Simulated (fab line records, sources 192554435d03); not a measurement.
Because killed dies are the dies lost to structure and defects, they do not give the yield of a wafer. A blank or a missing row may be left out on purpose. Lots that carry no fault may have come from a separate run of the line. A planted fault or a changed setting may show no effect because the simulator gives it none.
What tool caused it? | flow n5-finfet | 30 wafers from 10 lots sampled at 5 of the route's 1938 steps

WHAT EACH GAUGE READ, for each wafer
N5_BEOL_M0_RS_MEAS_126: uses a four-point probe to measure. Usual: for M0_RS the level is 0.531 ohm/sq and the standard deviation is 0.018.
lot  | measured     | on            | M0_RS (ohm/sq)    | flag
L740 | day 7 09:29  | film-metro-02 | 0.580 0.540 0.549 |
L741 | day 7 13:47  | film-metro-01 | 0.555 0.565 0.550 |
L742 | day 7 22:25  | film-metro-01 | 0.538 0.518 0.532 |
L744 | day 8 09:02  | film-metro-01 | 0.518 0.512 0.506 |
L745 | day 8 18:10  | film-metro-02 | 0.559 0.537 0.551 |
L751 | day 10 03:41 | film-metro-01 | 0.549 0.561 0.538 |
L753 | day 10 19:41 | film-metro-01 | 0.519 0.542 0.516 |
L755 | day 10 22:05 | film-metro-01 | 0.548 0.530 0.527 |
L756 | day 11 02:37 | film-metro-01 | 0.535 0.527 0.513 |
L758 | day 12 04:21 | film-metro-02 | 0.515 0.519 0.508 |

N5_BEOL_M4_RC_MEAS_101. Usual: DIBL_N 35.7 mV/V, standard deviation 1.3; DIBL_P 35.4 mV/V, standard deviation 1.8; IOFF_N 0.152 nA/um, standard deviation 0.027; IOFF_P 0.20 nA/um, standard deviation 0.034; ION_N 672 uA/um, standard deviation 9.8; ION_P 461 uA/um, standard deviation 7.5; SS_N 71.4 mV/dec, standard deviation 0.55; SS_P 73.1 mV/dec, standard deviation 0.61; VT_N 251 mV, standard deviation 3.3; VT_P -251 mV, standard deviation 3.6.
lot  | measured     | on        | DIBL_N (mV/V)  | DIBL_P (mV/V)  | IOFF_N (nA/um)    | IOFF_P (nA/um) | ION_N (uA/um) | ION_P (uA/um) | SS_N (mV/dec)  | SS_P (mV/dec)  | VT_N (mV)   | VT_P (mV)      | flag
L740 | day 9 02:27  | prober-02 | 35.6 38.0 37.0 | 36.1 39.5 37.8 | 0.174 0.237 0.203 | 0.24 0.32 0.27 | 679 694 691   | 472 484 481   | 71.7 72.4 71.8 | 73.4 73.6 73.5 | 247 243 243 | -243 -242 -243 |
L741 | day 9 08:35  | prober-02 | 35.7 35.7 35.1 | 36.7 36.7 36.3 | 0.162 0.163 0.152 | 0.23 0.23 0.22 | 680 678 678   | 468 467 467   | 71.3 71.4 71.0 | 72.6 72.1 73.0 | 247 247 249 | -247 -248 -247 |
L742 | day 9 17:50  | prober-02 | 36.0 35.9 35.6 | 36.9 36.5 35.6 | 0.162 0.157 0.153 | 0.21 0.20 0.20 | 676 682 674   | 465 459 462   | 72.1 71.7 71.3 | 73.2 72.6 73.1 | 247 248 248 | -251 -250 -250 |
L744 | day 10 03:15 | prober-02 | 36.5 37.6 37.4 | 34.9 35.7 36.3 | 0.147 0.154 0.156 | 0.19 0.21 0.21 | 671 669 675   | 458 459 458   | 72.1 71.6 72.1 | 73.5 73.0 73.0 | 251 250 253 | -248 -251 -249 |
L745 | day 10 11:20 | prober-02 | 37.7 35.7 34.8 | 38.4 35.6 34.8 | 0.186 0.148 0.139 | 0.26 0.22 0.21 | 680 662 677   | 466 463 465   | 72.5 71.3 70.7 | 74.4 73.1 73.3 | 250 250 250 | -245 -248 -248 |
L751 | day 11 21:49 | prober-01 | 35.0 34.2 34.6 | 34.7 32.8 33.7 | 0.129 0.116 0.115 | 0.19 0.16 0.17 | 657 658 653   | 458 456 453   | 71.1 71.4 70.1 | 73.4 72.4 72.1 | 253 257 256 | -250 -252 -250 |
L753 | day 12 16:40 | prober-02 | 39.0 38.2 37.7 | 38.9 37.8 37.7 | 0.201 0.196 0.175 | 0.28 0.27 0.26 | 685 691 677   | 474 479 472   | 71.8 72.4 71.4 | 74.3 74.4 74.6 | 246 248 248 | -246 -244 -244 |
L755 | day 12 17:35 | prober-02 | 33.4 33.5 36.0 | 34.1 33.9 36.6 | 0.116 0.108 0.151 | 0.15 0.15 0.18 | 656 649 663   | 451 445 452   | 71.0 70.8 71.3 | 72.4 72.5 73.1 | 256 258 251 | -258 -256 -257 |
L756 | day 12 22:13 | prober-02 | 35.3 37.8 35.5 | 35.0 38.1 35.2 | 0.137 0.182 0.137 | 0.18 0.22 0.18 | 679 689 678   | 464 468 466   | 70.7 71.5 71.0 | 72.9 73.6 73.5 | 254 249 250 | -252 -249 -253 |
L758 | day 14 06:29 | prober-02 | 34.8 33.8 35.4 | 33.5 32.4 34.7 | 0.121 0.104 0.132 | 0.19 0.17 0.20 | 674 653 668   | 459 457 467   | 70.5 70.8 71.3 | 73.0 72.3 73.0 | 254 259 252 | -252 -253 -249 |

WHICH TOOL RAN EACH LOT (tool, then ch and the chambers of the sampled wafers, then the start)
lot  | N5_BEOL_M0_ANNEAL_117        | N5_BEOL_M0_SPUTTER_141       | N5_BEOL_M0_ANNEAL_119
L740 | pvd-sputter-01, day 7 06:46  | pvd-sputter-01, day 7 07:03  | rtp-anneal-02 ch 0, day 7 08:43
L741 | pvd-sputter-01, day 7 09:39  | pvd-sputter-01, day 7 09:56  | rtp-anneal-02 ch 0, day 7 13:00
L742 | pvd-sputter-01, day 7 17:35  | pvd-sputter-01, day 7 17:52  | rtp-anneal-02 ch 0, day 7 21:34
L744 | pvd-sputter-01, day 8 04:54  | pvd-sputter-01, day 8 05:11  | rtp-anneal-02 ch 0, day 8 08:10
L745 | pvd-sputter-02, day 8 12:14  | pvd-sputter-02, day 8 12:31  | rtp-anneal-02 ch 0, day 8 17:20
L751 | pvd-sputter-01, day 9 22:37  | pvd-sputter-01, day 9 22:53  | rtp-anneal-02 ch 0, day 10 02:50
L753 | pvd-sputter-02, day 10 15:36 | pvd-sputter-02, day 10 15:53 | rtp-anneal-02 ch 0, day 10 18:50
L755 | pvd-sputter-03, day 10 19:37 | pvd-sputter-03, day 10 19:53 | rtp-anneal-01 ch 0, day 10 20:45
L756 | pvd-sputter-02, day 11 01:02 | pvd-sputter-02, day 11 01:19 | rtp-anneal-01 ch 0, day 11 01:51
L758 | pvd-sputter-01, day 12 03:01 | pvd-sputter-01, day 12 03:17 | rtp-anneal-02 ch 0, day 12 03:30
- N5_BEOL_M0_ANNEAL_117: time 60 s.
- N5_BEOL_M0_SPUTTER_141: material Cu, target thk 4 nm, time 7.37 s.
- N5_BEOL_M0_ANNEAL_119: time 90 s.

AS READ BY THE TOOLS THEMSELVES (means over the sampled wafers that have a number; for cases with no such wafer, the mark the record gives instead)
N5_BEOL_M0_ANNEAL_117. Usual: heater-power-w reads 866 W (standard deviation 77).
lot  | tool           | heater-power-w (W) | flag
L740 | pvd-sputter-01 | 900                |
L741 | pvd-sputter-01 | 850                |
L742 | pvd-sputter-01 | 855                |
L744 | pvd-sputter-01 | 881                |
L745 | pvd-sputter-02 | 922                |
L751 | pvd-sputter-01 | 885                |
L753 | pvd-sputter-02 | 847                |
L755 | pvd-sputter-03 | 793                |
L756 | pvd-sputter-02 | 845                |
L758 | pvd-sputter-01 | 860                |

N5_BEOL_M0_SPUTTER_141. Usual: chamber-pressure-pa 0.06998 Pa, standard deviation 0.00015; chuck-gas-flow-sccm 1.27 sccm, standard deviation 0.056; throttle-valve-pct 29.9 %, standard deviation 0.77.
lot  | tool           | chamber-pressure-pa (Pa) | chuck-gas-flow-sccm (sccm) | throttle-valve-pct (%) | flag
L740 | pvd-sputter-01 | 0.07001                  | 1.28                       | 30.0                   |
L741 | pvd-sputter-01 | 0.07012                  | 1.30                       | 29.7                   |
L742 | pvd-sputter-01 | 0.07004                  | 1.25                       | 30.2                   |
L744 | pvd-sputter-01 | -                        | -                          | -                      | OFF
L745 | pvd-sputter-02 | -                        | -                          | -                      | OFF
L751 | pvd-sputter-01 | 0.06983                  | 1.27                       | 30.2                   |
L753 | pvd-sputter-02 | 0.07005                  | 1.25                       | 29.2                   |
L755 | pvd-sputter-03 | 0.07004                  | 1.29                       | 30.1                   |
L756 | pvd-sputter-02 | 0.07005                  | 1.26                       | 29.4                   |
L758 | pvd-sputter-01 | 0.06986                  | 1.27                       | 30.0                   |

N5_BEOL_M0_ANNEAL_119. Usual: wafer_temp_C_max reads 225.70 (standard deviation 0.2).
lot  | tool          | wafer_temp_C_max | flag
L740 | rtp-anneal-02 | 225.73           |
L741 | rtp-anneal-02 | 225.84           |
L742 | rtp-anneal-02 | 225.73           |
L744 | rtp-anneal-02 | 225.84           |
L745 | rtp-anneal-02 | 225.78           |
L751 | rtp-anneal-02 | 225.60           |
L753 | rtp-anneal-02 | 225.77           |
L755 | rtp-anneal-01 | 225.74           |
L756 | rtp-anneal-01 | 225.65           |
L758 | rtp-anneal-02 | 225.75           |

THE ANSWER, worked out from the rows above alone
Rule: take the mean of a lot's wafers that have a number; if it is more than 3 standard deviations from the usual mean, the lot is off. Also off: a lot with no number at a reading for which 4 or more lots have one. All remaining lots with rows at the step are treated as sound. After the gauges, taken in route order, come the tools' own readings; for these a lot's mean is taken, as printed above. At the first step where some lot is off, the reading lying furthest off is the one used; lots without a number count as furthest.
Off: L744, L745 (N5_BEOL_M0_SPUTTER_141, chamber-pressure-pa). Without a number there: L744, L745.
A tool fits if, at that step or a process step before it, it ran every lot that is off, and no sound lot after the first of them. None of those tried fits.

WHAT THE SIMULATOR PUT IN
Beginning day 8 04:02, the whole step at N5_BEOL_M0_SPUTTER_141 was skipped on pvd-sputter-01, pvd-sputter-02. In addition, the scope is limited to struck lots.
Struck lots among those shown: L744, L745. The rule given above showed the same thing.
